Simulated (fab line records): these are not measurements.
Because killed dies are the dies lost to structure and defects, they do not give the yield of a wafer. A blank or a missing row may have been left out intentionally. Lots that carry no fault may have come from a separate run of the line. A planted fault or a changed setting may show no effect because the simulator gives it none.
Chamber matching	flow nand-harc	NHARC_A_STAIRCASE_DEP_156 on pecvd-03: 3 sister chambers
The step deposits SiNx, target thk 50 nm. 6 wafers are shown with their chamber, then 10 later ones without.

== WAFERS, EACH WITH ITS CHAMBER ==
wafer	chamber	heater-power-w (W)
L081.1	0	638
L086.1	1	607
L086.2	0	669
L086.4	2	528
L088.3	2	558
L088.5	1	632

== WAFERS WITH NO CHAMBER GIVEN ==
wafer	heater-power-w (W)
L088.6	566
L091.1	658
L091.3	670
L091.5	593
L092.2	574
L092.4	641
L092.6	586
L096.1	617
L096.2	614
L096.5	521

== CHAMBER TAKEN BY EACH ==
wafer	from the rows above	in truth
L088.6	can't be placed: 2 or 1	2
L091.1	can't be placed: 0 or 1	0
L091.3	can't be placed: 0 or 1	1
L091.5	can't be placed: 1 or 2 or 0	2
L092.2	can't be placed: 2 or 1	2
L092.4	can't be placed: 0 or 1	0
L092.6	can't be placed: 1 or 2 or 0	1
L096.1	can't be placed: 1 or 0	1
L096.2	can't be placed: 1 or 0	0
L096.5	2	2
Correctly placed: 1 of 10. These rows do not allow placing 9 (true chamber among the candidates in 9). Placed wrongly: 0.
How it was worked out, from the rows above alone: a wafer's distance from a chamber is the root of the sum, over the readings, of the square of ((its reading less the chamber's mean) divided by the reading's scatter). The wafer belongs to the nearest chamber; if the next one is less than 2 further off, it can't be placed. A chamber's mean is the mean of its shown wafers. The scatter is the square root of a quotient: the sum, over the shown wafers, of each reading's squared deviation from its chamber's mean, divided by wafers minus chambers.
